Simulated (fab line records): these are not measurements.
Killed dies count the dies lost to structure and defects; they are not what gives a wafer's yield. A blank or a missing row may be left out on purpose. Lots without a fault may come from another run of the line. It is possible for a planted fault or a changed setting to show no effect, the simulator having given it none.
fab line records -- flow n5Finfet
[record] lots = 7, wafers = 39
route steps=1938 shown WELL_APT@39 FIN_SAQP@125 FIN_CUT@173 SD_EPI_N@293 MOL_CONTACT_COAG@538
startH: hours from the record's opening day to when the first of the lot's shown wafers began -- waitH: how many hours have passed since the lot's step before this one -- " unchanged from the row above -- L1.1+2: one row covering several wafers at once -- - either no value or no given start -- * or withheld: withheld -- < > ~ a bound
route shown NAME@n: a module of which the file shows steps, and the number in the route of the first -- usual: mean/standard deviation taken from wafers without a fault -- same: alike in all rows -- chamber/n: place in a boat -- sites: per-site readings -- _std_site: the values' standard deviation -- _edge_site: the outer-site mean with the inner-site mean subtracted -- radiusMm: how far each site lies from the wafer's centre -- mask NAME#n: copy n -- behind: the tool/chamber that last shaped the wafer -- hold: why the lot went on hold/how many hours it stayed there/how the hold came to an end -- device: whichever transistor did not switch (one of n, p or np) -- end of line: tests of these same wafers at the route's end -- for a step that has no rows: nothing shown but its recipe -- killed: not the wafer's yield, but the dies lost to structure and defects at the first sort -- map: per-die view of a wafer (x killed, . not killed, _ where there is no die)
set.NAME: the run value of the setting; set.NAME@STEP: its run value at that earlier step -- model.NAME: the simulator's own value behind a step, which no gauge read
lots where settings were altered on purpose, with a table for each step and a row for each wafer
[[steps]]
[step N5_WELL_APT_EXPOSE_22]
[recipe] maskId = PWELL, na = 0.8, sourceShape = conventional, sigmaOuter = 0.8, polarization = unpolarized, defocusNm = 0, targetCdNm = 200, doseMj = 23.2
lot.wafer,tool,chamber,startH,waitH,mask,set.doseMj
L075.1+3+5,krfScanner-01,0,20.97,-,PWELL#0,23.2
L077.1+2+6,krfScanner-01,0,32.67,-,PWELL#0,23.2
L077.3+4+5,krfScanner-01,0,32.67,-,PWELL#0,23.96
L089.1+3+5,krfScanner-01,0,105.32,-,PWELL#0,23.2
L089.2+4+6,krfScanner-01,0,105.32,-,PWELL#0,21.46
L094.1+3+5,krfScanner-02,0,135.89,-,PWELL#0,23.2
L094.2+4+6,krfScanner-02,0,135.89,-,PWELL#0,22.36
L095.1+2+3+4+5+6,krfScanner-01,0,141.84,-,PWELL#0,23.2
L096.1+5+6,krfScanner-01,0,146.50,-,PWELL#0,24.94
L096.2+3+4,krfScanner-01,0,146.50,-,PWELL#0,23.2
L097.1+2+6,krfScanner-01,0,152.70,-,PWELL#0,21.55
L097.3+4+5,krfScanner-01,0,152.70,-,PWELL#0,23.2
[step N5_WELL_APT_PEB_23]
[recipe] pebTempC = 130, pebTimeS = 90
[step N5_WELL_APT_DEVELOP_24]
[recipe] developTimeS = 45, rinseLiquid = surfactantRinse, dry = airSpin, devTempC = 21
[step N5_WELL_APT_HARDBAKE_29]
[recipe] tempC = 130, timeS = 120
[step N5_WELL_APT_CD_MEAS_25]
[recipe] targetCdNm = 200, landingEnergyEv = 500, detector = seInlens
[usual] cdNm = 200.2/1.9
lot.wafer,tool,chamber,startH,waitH,set.doseMj@WELL_APT_EXPOSE_22,cdNm
L075.1,cdSem-02,0,21.14,-,23.2,198.1
L075.3,cdSem-02,0,21.14,-,23.2,200.7
L075.5,cdSem-02,0,21.14,-,23.2,201.5
L077.1,cdSem-02,0,32.84,-,23.2,198.3
L077.2,cdSem-02,0,32.84,-,23.2,196.3
L077.3,cdSem-02,0,32.84,-,23.96,203.4
L077.4,cdSem-02,0,32.84,-,23.96,201.4
L077.5,cdSem-02,0,32.84,-,23.96,207.4
L077.6,cdSem-02,0,32.84,-,23.2,198.6
L089.1,cdSem-02,0,105.49,-,23.2,200.9
L089.2,cdSem-02,0,105.49,-,21.46,184.2
L089.3,cdSem-02,0,105.49,-,23.2,199.6
L089.4,cdSem-02,0,105.49,-,21.46,184.6
L089.5,cdSem-02,0,105.49,-,23.2,201.1
L089.6,cdSem-02,0,105.49,-,21.46,189.5
L094.1,cdSem-02,0,136.06,-,23.2,198.5
L094.2,cdSem-02,0,136.06,-,22.36,191.8
L094.3,cdSem-02,0,136.06,-,23.2,201.0
L094.4,cdSem-02,0,136.06,-,22.36,191.4
L094.5,cdSem-02,0,136.06,-,23.2,198.6
L094.6,cdSem-02,0,136.06,-,22.36,189.2
L095.1,cdSem-03,0,142.01,-,23.2,201.7
L095.2,cdSem-03,0,142.01,-,23.2,198.8
L095.3,cdSem-03,0,142.01,-,23.2,199.6
L095.4,cdSem-03,0,142.01,-,23.2,201.4
L095.5,cdSem-03,0,142.01,-,23.2,199.6
L095.6,cdSem-03,0,142.01,-,23.2,198.2
L096.1,cdSem-03,0,146.68,-,24.94,213.7
L096.2,cdSem-03,0,146.68,-,23.2,200.1
L096.3,cdSem-03,0,146.68,-,23.2,201.1
L096.4,cdSem-03,0,146.68,-,23.2,203.4
L096.5,cdSem-03,0,146.68,-,24.94,216.0
L096.6,cdSem-03,0,146.68,-,24.94,214.2
L097.1,cdSem-02,0,152.87,-,21.55,184.9
L097.2,cdSem-02,0,152.87,-,21.55,187.9
L097.3,cdSem-02,0,152.87,-,23.2,202.8
L097.4,cdSem-02,0,152.87,-,23.2,199.4
L097.5,cdSem-02,0,152.87,-,23.2,199.9
L097.6,cdSem-02,0,152.87,-,21.55,185.6
[step N5_WELL_APT_DESCUM_30]
[recipe] chemistry = O2, timeS = 7.9, sourcePowerW = 50, biasPowerW = 20, pressureMtorr = 20, rfFrequencyHz = 2.712e+07, tempC = 40, o2FlowSccm = 225
lot.wafer,tool,chamber,startH,waitH,set.doseMj@WELL_APT_EXPOSE_22,model.WELL_APT.cdNm
L075.1,rieDiel-02,2,21.23,0.0,23.2,197.9
L075.3,rieDiel-02,3,21.23,0.0,23.2,200.7
L075.5,rieDiel-02,0,21.23,0.0,23.2,201.7
L077.1,rieDiel-06,1,32.93,0.0,23.2,198.4
L077.2,rieDiel-06,2,32.93,0.0,23.2,196.4
L077.3,rieDiel-06,0,32.93,0.0,23.96,203.2
L077.4,rieDiel-06,3,32.93,0.0,23.96,201.4
L077.5,rieDiel-06,3,32.93,0.0,23.96,207.3
L077.6,rieDiel-06,2,32.93,0.0,23.2,198.6
L089.1,rieDiel-06,0,106.60,1.1,23.2,201.2
L089.2,rieDiel-06,1,106.60,1.1,21.46,184.2
L089.3,rieDiel-06,3,106.60,1.1,23.2,200
L089.4,rieDiel-06,2,106.60,1.1,21.46,185.1
L089.5,rieDiel-06,1,106.60,1.1,23.2,201.1
L089.6,rieDiel-06,2,106.60,1.1,21.46,189.4
L094.1,rieDiel-06,3,136.15,0.0,23.2,198.3
L094.2,rieDiel-06,0,136.15,0.0,22.36,191.9
L094.3,rieDiel-06,1,136.15,0.0,23.2,201.1
L094.4,rieDiel-06,0,136.15,0.0,22.36,191.3
L094.5,rieDiel-06,1,136.15,0.0,23.2,198.7
L094.6,rieDiel-06,3,136.15,0.0,22.36,189
L095.1,rieDiel-02,0,142.10,0.0,23.2,201.9
L095.2,rieDiel-02,3,142.10,0.0,23.2,199
L095.3,rieDiel-02,1,142.10,0.0,23.2,198.8
L095.4,rieDiel-02,1,142.10,0.0,23.2,201.1
L095.5,rieDiel-02,0,142.10,0.0,23.2,199.3
L095.6,rieDiel-02,3,142.10,0.0,23.2,198.4
L096.1,rieDiel-01,3,146.83,0.1,24.94,213.6
L096.2,rieDiel-01,2,146.83,0.1,23.2,199.9
L096.3,rieDiel-01,0,146.83,0.1,23.2,200.7
L096.4,rieDiel-01,0,146.83,0.1,23.2,203.2
L096.5,rieDiel-01,2,146.83,0.1,24.94,216.5
L096.6,rieDiel-01,3,146.83,0.1,24.94,213.9
L097.1,rieDiel-02,1,153.17,0.2,21.55,184.9
L097.2,rieDiel-02,0,153.17,0.2,21.55,187.8
L097.3,rieDiel-02,0,153.17,0.2,23.2,202.6
L097.4,rieDiel-02,1,153.17,0.2,23.2,199.1
L097.5,rieDiel-02,0,153.17,0.2,23.2,199.9
L097.6,rieDiel-02,1,153.17,0.2,21.55,185.6
[step N5_FIN_SAQP_SPACER1_ALD_24]
[recipe] material = SiO2, targetThkA = 203, tempC = 300, aldPrecursorFamily = BDEAS, aldCoReactant = O2-plasma, pulseTimeS = 1, purgeTimeS = 2, coReactantPurgeTimeS = 2, aldCycles = 218, pressureTorr = 2
lot.wafer,tool,chamber,startH,waitH,set.tempC,model.SiO2_of_FIN_SAQP_SPACER1_ALD_24.thkNm
L075.1+3+5,aldSin-01,"3,1,0",29.38,0.3,300,20.2
L077.1+5+6,aldSin-04,"3,0,3",41.20,0.3,300,20.2
L077.2+3+4,aldSin-04,"2,0,1",41.20,0.3,300,20.4
L089.1+5,aldSin-03,"2,1",116.52,0.3,300,20.2
L089.2+3+4+6,aldSin-03,"1,0,0,2",116.52,0.3,300,20.4
L094.1+3,aldSin-01,"2,0",145.33,0.6,290.6,21
L094.2+6,aldSin-01,"1,0",145.33,0.6,300,20.2
L094.4,aldSin-01,3,145.33,0.6,290.6,20.8
L094.5,aldSin-01,3,145.33,0.6,300,20.4
L095.1,aldSin-01,0,150.88,0.3,288.3,21
L095.2,aldSin-01,3,150.88,0.3,300,20.4
L095.3+4,aldSin-01,"2,1",150.88,0.3,288.3,21.2
L095.5+6,aldSin-01,"3,2",150.88,0.3,300,20.2
L096.1,aldSin-03,3,156.69,0.3,300,20
L096.2+5+6,aldSin-03,"2,2,1",156.69,0.3,295.7,20.6
L096.3+4,aldSin-03,"0,1",156.69,0.3,300,20.2
L097.1+3+4,aldSin-03,"2,1,0",161.67,0.7,300,20.2
L097.2+5+6,aldSin-03,"3,1,2",161.67,0.7,293.5,20.8
[step N5_FIN_SAQP_SPACER1_ETCHBACK_25]
[recipe] chemistry = CHF3/O2, mode = anisotropicEtchback, target = SiO2, targetDepthA = 244, timeS = 12.2, pressureMtorr = 30, sourceW = 650, biasW = 170, Ar_flow_sccm = 200, CHF3_flow_sccm = 50, O2_flow_sccm = 5, ionEnergyEv = 200
[step N5_FIN_SAQP_MANDREL1_REMOVE_56]
[recipe] chemistry = HBr/Cl2/O2, btTimeS = 10, target = a-Si, stopOn = SiNx, endpoint = OES-SiCl, overEtchFrac = 1, icpW = 600, biasW = 22, HBr_flow_sccm = 150, Cl2_flow_sccm = 80, O2_flow_sccm = 5, pressureMtorr = 10
lot.wafer,tool,chamber,startH,waitH,set.tempC@FIN_SAQP_SPACER1_ALD_24,model.FIN_SAQP.cdNm
L075.1+3+5,rieSi-02,"1,3,1",30.19,0.1,300,20.2
L077.1+3+5+6,rieSi-03,"1,0,2,1",42.14,0.1,300,20.2
L077.2+4,rieSi-03,"3,2",42.14,0.1,300,20.4
L089.1+5,rieSi-06,"3,0",117.33,0.1,300,20.2
L089.2+3+4+6,rieSi-06,"1,2,0,3",117.33,0.1,300,20.4
L094.1+4,rieSi-02,"0,1",146.23,0.1,290.6,20.8
L094.2+5+6,rieSi-02,"3,0,3",146.23,0.1,300,20.2
L094.3,rieSi-02,2,146.23,0.1,290.6,21
L095.1,rieSi-02,0,151.84,0.1,288.3,21
L095.2+5+6,rieSi-02,"1,2,3",151.84,0.1,300,20.4
L095.3+4,rieSi-02,"3,2",151.84,0.1,288.3,21.2
L096.1,rieSi-02,1,157.57,0.1,300,20
L096.2+5,rieSi-02,2,157.57,0.1,295.7,20.8
L096.3,rieSi-02,0,157.57,0.1,300,20.4
L096.4,rieSi-02,3,157.57,0.1,300,20.2
L096.6,rieSi-02,1,157.57,0.1,295.7,20.6
L097.1+3+4,rieSi-03,"1,3,2",162.49,0.1,300,20.2
L097.2+5,rieSi-03,"0,1",162.49,0.1,293.5,20.6
L097.6,rieSi-03,2,162.49,0.1,293.5,20.8
[step N5_FIN_SAQP_CD_MEAS_27]
[recipe] targetCdNm = 20, landingEnergyEv = 1000, detector = seInlens, polarity = line
[usual] cdNm = 20.27/0.21
lot.wafer,tool,chamber,startH,waitH,set.tempC@FIN_SAQP_SPACER1_ALD_24,cdNm
L075.1,cdSem-01,0,30.30,0.1,300,20.08
L075.3,cdSem-01,0,30.30,0.1,300,20.40
L075.5,cdSem-01,0,30.30,0.1,300,20.00
L077.1,cdSem-03,0,42.25,0.1,300,20.37
L077.2,cdSem-03,0,42.25,0.1,300,20.16
L077.3,cdSem-03,0,42.25,0.1,300,20.05
L077.4,cdSem-03,0,42.25,0.1,300,20.53
L077.5,cdSem-03,0,42.25,0.1,300,19.86
L077.6,cdSem-03,0,42.25,0.1,300,20.26
L089.1,cdSem-03,0,117.44,0.1,300,20.17
L089.2,cdSem-03,0,117.44,0.1,300,20.38
L089.3,cdSem-03,0,117.44,0.1,300,20.43
L089.4,cdSem-03,0,117.44,0.1,300,20.45
L089.5,cdSem-03,0,117.44,0.1,300,20.13
L089.6,cdSem-03,0,117.44,0.1,300,20.50
L094.1,cdSem-03,0,146.34,0.1,290.6,20.90
L094.2,cdSem-03,0,146.34,0.1,300,20.14
L094.3,cdSem-03,0,146.34,0.1,290.6,21.17
L094.4,cdSem-03,0,146.34,0.1,290.6,20.75
L094.5,cdSem-03,0,146.34,0.1,300,19.99
L094.6,cdSem-03,0,146.34,0.1,300,20.18
L095.1,cdSem-01,0,151.95,0.1,288.3,21.08
L095.2,cdSem-01,0,151.95,0.1,300,20.28
L095.3,cdSem-01,0,151.95,0.1,288.3,21.38
L095.4,cdSem-01,0,151.95,0.1,288.3,21.42
L095.5,cdSem-01,0,151.95,0.1,300,20.25
L095.6,cdSem-01,0,151.95,0.1,300,20.42
L096.1,cdSem-03,0,157.68,0.1,300,20.15
L096.2,cdSem-03,0,157.68,0.1,295.7,20.99
L096.3,cdSem-03,0,157.68,0.1,300,20.18
L096.4,cdSem-03,0,157.68,0.1,300,20.38
L096.5,cdSem-03,0,157.68,0.1,295.7,21.01
L096.6,cdSem-03,0,157.68,0.1,295.7,20.82
L097.1,cdSem-02,0,162.60,0.1,300,20.48
L097.2,cdSem-02,0,162.60,0.1,293.5,20.89
L097.3,cdSem-02,0,162.60,0.1,300,20.34
L097.4,cdSem-02,0,162.60,0.1,300,20.34
L097.5,cdSem-02,0,162.60,0.1,293.5,20.93
L097.6,cdSem-02,0,162.60,0.1,293.5,20.53
[step N5_FIN_CUT_CUT_ETCH_26]
[recipe] chemistry = CH3F/O2, target = SiNx, targetDepthA = 390, maskMaterial = SOC, timeS = 55.7, pressureMtorr = 30, sourceW = 395, biasW = 73, Ar_flow_sccm = 150, CH3F_flow_sccm = 30, O2_flow_sccm = 20, ionEnergyEv = 120
lot.wafer,tool,chamber,startH,waitH,set.timeS,model.etch.depthNm,model.SOC_of_FIN_CUT_COAT_18.thkNm
L075.1,rieDiel-05,2,33.60,0.0,55.7,38.66,212
L075.3,rieDiel-05,1,33.60,0.0,55.7,37.16,213
L075.5,rieDiel-05,0,33.60,0.0,55.7,39.25,211.8
L077.1,rieDiel-05,0,45.42,0.0,55.7,38.92,211.6
L077.2,rieDiel-05,3,45.42,0.0,52.31,35.98,213
L077.3,rieDiel-05,2,45.42,0.0,52.31,36.17,213
L077.4,rieDiel-05,1,45.42,0.0,55.7,37.04,212.6
L077.5,rieDiel-05,1,45.42,0.0,52.31,34.97,213.6
L077.6,rieDiel-05,2,45.42,0.0,55.7,38.75,212.2
L089.1,rieDiel-03,2,121.15,0.0,55.7,38.11,212.2
L089.2,rieDiel-03,1,121.15,0.0,55.7,38.67,212.4
L089.3,rieDiel-03,0,121.15,0.0,55.7,38.79,213.2
L089.4,rieDiel-03,3,121.15,0.0,42.68,30.89,216
L089.5,rieDiel-03,1,121.15,0.0,42.68,30.08,216.2
L089.6,rieDiel-03,2,121.15,0.0,42.68,29.35,216.8
L094.1,rieDiel-03,1,150.04,0.0,55.7,38.59,213
L094.2,rieDiel-03,3,150.04,0.0,55.7,40.03,211.2
L094.3,rieDiel-03,2,150.04,0.0,55.7,37.79,212.8
L094.4,rieDiel-03,0,150.04,0.0,55.7,38.2,212.2
L094.5,rieDiel-03,1,150.04,0.0,55.7,38.82,211.6
L094.6,rieDiel-03,0,150.04,0.0,55.7,38.21,212.4
L095.1,rieDiel-04,0,156.22,0.0,63.72,45.41,208
L095.2,rieDiel-04,1,156.22,0.0,55.7,38.21,211.8
L095.3,rieDiel-04,2,156.22,0.0,63.72,45.12,208.4
L095.4,rieDiel-04,3,156.22,0.0,55.7,38.47,211.2
L095.5,rieDiel-04,1,156.22,0.0,55.7,38.31,211.8
L095.6,rieDiel-04,2,156.22,0.0,63.72,45.2,208
L096.1,rieDiel-03,2,160.74,0.0,55.7,37.85,212.6
L096.2,rieDiel-03,0,160.74,0.0,55.7,38.39,211.8
L096.3,rieDiel-03,1,160.74,0.0,55.7,39.05,211.4
L096.4,rieDiel-03,3,160.74,0.0,55.7,40.41,211.2
L096.5,rieDiel-03,1,160.74,0.0,55.7,38.87,211.6
L096.6,rieDiel-03,0,160.74,0.0,55.7,38.93,211
L097.1,rieDiel-03,0,165.68,0.0,55.7,38.48,212.4
L097.2,rieDiel-03,3,165.68,0.0,55.7,40.08,211.6
L097.3,rieDiel-03,1,165.68,0.0,55.7,38.86,212.2
L097.4,rieDiel-03,2,165.68,0.0,49.77,33.86,215
L097.5,rieDiel-03,3,165.68,0.0,49.77,35.56,213.8
L097.6,rieDiel-03,0,165.68,0.0,49.77,34.39,213.8
[step N5_FIN_CUT_CUT_ETCH_15]
[recipe] chemistry = HBr/Cl2/O2, target = Si, targetDepthA = 1000, btTimeS = 10, maskMaterial = SOC, timeS = 42.4, ionEnergyEv = *, biasW = *, pressureMtorr = 10, icpW = 800, HBr_flow_sccm = 150, Cl2_flow_sccm = 80, O2_flow_sccm = 12
lot.wafer,tool,chamber,startH,waitH,set.timeS,model.FIN_CUT.featureDepthNm,model.etch.depthNm,model.SOC_of_FIN_CUT_COAT_18.thkNm
L075.1,rieSi-04,1,33.79,0.1,42.4,100.8,100.8,170.6
L075.3,rieSi-04,3,33.79,0.1,42.4,105.6,105.5,169.4
L075.5,rieSi-04,2,33.79,0.1,42.4,102.4,102.4,169.8
L077.1,rieSi-04,3,45.62,0.1,42.4,104.2,104.1,168.6
L077.2,rieSi-04,2,45.62,0.1,32.45,76.6,76.62,180.6
L077.3,rieSi-04,1,45.62,0.1,42.4,99.6,99.55,172
L077.4,rieSi-04,0,45.62,0.1,42.4,98.8,98.86,171.8
L077.5,rieSi-04,2,45.62,0.1,32.45,77,77.02,181.2
L077.6,rieSi-04,3,45.62,0.1,32.45,79,78.92,178.6
L089.1,rieSi-04,2,121.52,0.1,47.62,112.4,112.4,166.6
L089.2,rieSi-04,0,121.52,0.1,42.4,100.2,100.2,171
L089.3,rieSi-04,1,121.52,0.1,42.4,98.8,98.81,172.6
L089.4,rieSi-04,3,121.52,0.1,47.62,116.2,116.3,168.2
L089.5,rieSi-04,0,121.52,0.1,47.62,112.4,112.3,170.2
L089.6,rieSi-04,1,121.52,0.1,42.4,97.8,97.78,176.4
L094.1,rieSi-05,1,150.93,0.1,42.4,99.4,99.44,171.8
L094.2,rieSi-05,0,150.93,0.1,42.4,100.6,100.7,169.4
L094.3,rieSi-05,2,150.93,0.1,42.4,99,98.98,172
L094.4,rieSi-05,3,150.93,0.1,42.4,100.8,100.8,170.8
L094.5,rieSi-05,0,150.93,0.1,42.4,100.4,100.4,170
L094.6,rieSi-05,1,150.93,0.1,42.4,99.4,99.38,171.6
L095.1,rieSi-05,1,156.42,0.1,42.4,98.4,98.44,167.2
L095.2,rieSi-05,2,156.42,0.1,42.4,98.4,98.37,171.2
L095.3,rieSi-05,3,156.42,0.1,42.4,100.6,100.5,167
L095.4,rieSi-05,3,156.42,0.1,42.4,100.6,100.6,169.8
L095.5,rieSi-05,2,156.42,0.1,42.4,98.2,98.14,171.4
L095.6,rieSi-05,1,156.42,0.1,42.4,99,99.1,167
L096.1,rieSi-04,3,160.93,0.1,39.5,97,97.09,172.2
L096.2,rieSi-04,2,160.93,0.1,42.4,100.6,100.5,170.6
L096.3,rieSi-04,1,160.93,0.1,42.4,99,98.95,170.6
L096.4,rieSi-04,0,160.93,0.1,39.5,92.6,92.65,172.6
L096.5,rieSi-04,3,160.93,0.1,42.4,102.4,102.4,169.2
L096.6,rieSi-04,0,160.93,0.1,39.5,92.2,92.25,172.6
L097.1,rieSi-04,0,165.88,0.1,34.69,81.6,81.51,178.2
L097.2,rieSi-04,1,165.88,0.1,42.4,99,98.93,170.6
L097.3,rieSi-04,3,165.88,0.1,42.4,103.6,103.6,169.2
L097.4,rieSi-04,2,165.88,0.1,34.69,81.8,81.74,180.8
L097.5,rieSi-04,2,165.88,0.1,42.4,99.8,99.85,172.6
L097.6,rieSi-04,3,165.88,0.1,34.69,84.4,84.38,178.2
[step N5_SD_EPI_N_LINER_46]
[recipe] material = SiNx, targetThkA = 30, tempC = 400, aldPrecursorFamily = SiH2I2, aldCoReactant = N2/H2-plasma, pressureTorr = 2
lot.wafer,tool,chamber,startH,waitH,set.targetThkA,model.SiNx_of_SD_EPI_N_LINER_46.thkNm
L075.1+3+5,aldSin-03,"0,1,0",58.56,0.2,30,3
L077.1+2+5,aldSin-04,"1,2,2",70.48,0.2,32.26,3.2
L077.3+4+6,aldSin-04,"3,0,3",70.48,0.2,30,3
L089.1+2+3+4+5+6,aldSin-04,"1,0,2,3,3,0",145.98,0.3,30,3
L094.1+2+5,aldSin-03,"2,1,1",175.67,0.2,33.68,3.4
L094.3+4+6,aldSin-03,"0,3,0",175.67,0.2,30,3
L095.1+4+5,aldSin-04,"3,2,3",181.91,0.3,25.94,2.6
L095.2+3+6,aldSin-04,"1,0,2",181.91,0.3,30,3
L096.1+2,aldSin-04,"2,1",187.16,0.4,33.17,3.4
L096.3+4+6,aldSin-04,"3,0,3",187.16,0.4,30,3
L096.5,aldSin-04,0,187.16,0.4,33.17,3.2
L097.1+4+5,aldSin-04,"0,1,2",193.34,0.2,31.2,3.2
L097.2+3+6,aldSin-04,"3,2,3",193.34,0.2,30,3
[step N5_MOL_CONTACT_COAG_ETCH_110]
[recipe] chemistry = CF4/O2, target = Si, targetDepthA = 25, timeS = 8, pressureMtorr = 100, sourceW = 200, biasW = 12, ionEnergyEv = 60, Ar_flow_sccm = 100, cf4FlowSccm = 100, O2_flow_sccm = 10
lot.wafer,tool,chamber,startH,waitH,set.sourceW,model.etch.depthNm
L075.1,rieDiel-06,0,95.30,0.0,200,2.46
L075.3,rieDiel-06,1,95.30,0.0,200,2.459
L075.5,rieDiel-06,1,95.30,0.0,200,2.474
L077.1,rieDiel-06,0,106.94,0.0,200,2.489
L077.2,rieDiel-06,1,106.94,0.0,236.4,2.892
L077.3,rieDiel-06,3,106.94,0.0,236.4,2.934
L077.4,rieDiel-06,2,106.94,0.0,200,2.511
L077.5,rieDiel-06,2,106.94,0.0,236.4,2.914
L077.6,rieDiel-06,3,106.94,0.0,200,2.525
L089.1,rieDiel-01,0,181.04,0.0,200,2.397
L089.2,rieDiel-01,3,181.04,0.0,200,2.563
L089.3,rieDiel-01,2,181.04,0.0,200,2.532
L089.4,rieDiel-01,1,181.04,0.0,200,2.558
L089.5,rieDiel-01,3,181.04,0.0,200,2.531
L089.6,rieDiel-01,0,181.04,0.0,200,2.381
L094.1,rieDiel-01,3,211.26,0.0,213.8,2.71
L094.2,rieDiel-01,0,211.26,0.0,200,2.386
L094.3,rieDiel-01,1,211.26,0.0,200,2.549
L094.4,rieDiel-01,2,211.26,0.0,213.8,2.718
L094.5,rieDiel-01,1,211.26,0.0,213.8,2.727
L094.6,rieDiel-01,0,211.26,0.0,200,2.381
L095.1,rieDiel-01,3,218.92,0.0,172.6,2.228
L095.2,rieDiel-01,1,218.92,0.0,200,2.551
L095.3,rieDiel-01,0,218.92,0.0,172.6,2.096
L095.4,rieDiel-01,2,218.92,0.0,172.6,2.257
L095.5,rieDiel-01,3,218.92,0.0,200,2.547
L095.6,rieDiel-01,2,218.92,0.0,200,2.54
L096.1,rieDiel-02,2,224.80,0.0,200,2.461
L096.2+4,rieDiel-02,"3,0",224.80,0.0,231.3,2.832
L096.3,rieDiel-02,0,224.80,0.0,200,2.479
L096.5,rieDiel-02,3,224.80,0.0,200,2.472
L096.6,rieDiel-02,2,224.80,0.0,231.3,2.842
L097.1,rieDiel-01,3,229.80,0.0,200,2.538
L097.2,rieDiel-01,2,229.80,0.0,200,2.57
L097.3,rieDiel-01,0,229.80,0.0,200,2.379
L097.4,rieDiel-01,1,229.80,0.0,200,2.549
L097.5,rieDiel-01,2,229.80,0.0,200,2.556
L097.6,rieDiel-01,3,229.80,0.0,200,2.553
[[key]]
[split] step = N5_WELL_APT_EXPOSE_22, setting = doseMj, stated = 23.2, by = wafer
[response] step = N5_WELL_APT_CD_MEAS_25, reading = cdNm, change = +1.94, per = 1%, r = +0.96
[response] step = N5_WELL_APT_DESCUM_30, reading = model.WELL_APT.cdNm, change = +1.95, per = 1%, r = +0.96
[split] step = N5_FIN_SAQP_SPACER1_ALD_24, setting = tempC, stated = 300, by = wafer
[response] step = N5_FIN_SAQP_SPACER1_ALD_24, reading = model.SiO2_of_FIN_SAQP_SPACER1_ALD_24.thkNm, change = -0.234, per = 1%, r = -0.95
[response] step = N5_FIN_SAQP_MANDREL1_REMOVE_56, reading = model.FIN_SAQP.cdNm, change = -0.212, per = 1%, r = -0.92
[response] step = N5_FIN_SAQP_CD_MEAS_27, reading = cdNm, change = -0.261, per = 1%, r = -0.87
[split] step = N5_FIN_CUT_CUT_ETCH_26, setting = timeS, stated = 55.7, by = wafer
[response] step = N5_FIN_CUT_CUT_ETCH_26, reading = model.etch.depthNm, change = +0.398, per = 1%, r = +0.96
[response] step = N5_FIN_CUT_CUT_ETCH_26, reading = model.SOC_of_FIN_CUT_COAT_18.thkNm, change = -0.184, per = 1%, r = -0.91
[split] step = N5_FIN_CUT_CUT_ETCH_15, setting = timeS, stated = 42.4, by = wafer
[response] step = N5_FIN_CUT_CUT_ETCH_15, reading = model.FIN_CUT.featureDepthNm, change = +1.02, per = 1%, r = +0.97
[response] step = N5_FIN_CUT_CUT_ETCH_15, reading = model.etch.depthNm, change = +1.02, per = 1%, r = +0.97
[response] step = N5_FIN_CUT_CUT_ETCH_15, reading = model.SOC_of_FIN_CUT_COAT_18.thkNm, change = -0.414, per = 1%, r = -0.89
[split] step = N5_SD_EPI_N_LINER_46, setting = targetThkA, stated = 30, by = wafer
[response] step = N5_SD_EPI_N_LINER_46, reading = model.SiNx_of_SD_EPI_N_LINER_46.thkNm, change = +0.0312, per = 1%, r = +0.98
[split] step = N5_MOL_CONTACT_COAG_ETCH_110, setting = sourceW, stated = 200, by = wafer
[response] step = N5_MOL_CONTACT_COAG_ETCH_110, reading = model.etch.depthNm, change = +0.0244, per = 1%, r = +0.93
